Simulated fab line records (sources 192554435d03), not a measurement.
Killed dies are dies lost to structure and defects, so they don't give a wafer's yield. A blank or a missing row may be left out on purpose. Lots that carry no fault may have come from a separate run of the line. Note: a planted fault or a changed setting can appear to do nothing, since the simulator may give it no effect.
Chamber matching + flow n5Finfet + 3 sister chambers for N5_BEOL_M4_PRE_CLEAN_60 on cvdCo-01
The step time 15 s. 16 wafers are shown with their chamber, then 8 later ones without.

## WAFERS, EACH WITH ITS CHAMBER
| wafer  | chamber | heaterPowerW (W) |
|--------|---------|------------------|
| L241.1 | 2       | 58               |
| L241.3 | 0       | 59               |
| L241.6 | 1       | 78               |
| L244.1 | 0       | 60               |
| L244.4 | 0       | 58               |
| L244.5 | 1       | 79               |
| L246.1 | 0       | 59               |
| L246.4 | 2       | 59               |
| L246.6 | 1       | 78               |
| L247.1 | 1       | 78               |
| L247.4 | 0       | 60               |
| L247.6 | 1       | 80               |
| L248.1 | 0       | 60               |
| L248.3 | 2       | 58               |
| L248.4 | 2       | 60               |
| L261.1 | 2       | 60               |

SIGNATURES (means of the wafers above)
| reading      | chamber 0 | chamber 1 | chamber 2 | scatter within a chamber |
|--------------|-----------|-----------|-----------|--------------------------|
| heaterPowerW | 59.33     | 78.60     | 59.00     | 0.9                      |
Rule: a wafer's distance from a chamber is the root of the sum, over the readings, of the square of ((its reading less the chamber's mean) divided by the reading's scatter). The wafer belongs to the nearest chamber; if the next one is less than 2 further off, it can't be placed. The scatter: take each reading less its chamber's mean, square it, sum over the shown wafers, divide by the number of wafers less the number of chambers, and take the root.

## WAFERS MISSING THEIR CHAMBER
| wafer  | heaterPowerW (W) |
|--------|------------------|
| L261.2 | 61               |
| L261.5 | 61               |
| L262.2 | 60               |
| L262.5 | 60               |
| L262.6 | 58               |
| L264.2 | 59               |
| L264.3 | 60               |
| L264.6 | 58               |

## THE CHAMBER EACH PASSED THROUGH
| wafer  | from the rows above     | in truth |
|--------|-------------------------|----------|
| L261.2 | can't be placed: 0 or 2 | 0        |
| L261.5 | can't be placed: 0 or 2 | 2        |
| L262.2 | can't be placed: 0 or 2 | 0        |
| L262.5 | can't be placed: 0 or 2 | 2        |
| L262.6 | can't be placed: 2 or 0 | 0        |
| L264.2 | can't be placed: 2 or 0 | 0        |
| L264.3 | can't be placed: 0 or 2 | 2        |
| L264.6 | can't be placed: 2 or 0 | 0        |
Correctly placed: 0 of 8. Unplaceable from these rows: 8, with the true chamber sitting among the candidates in 8. Number placed wrongly: 0.
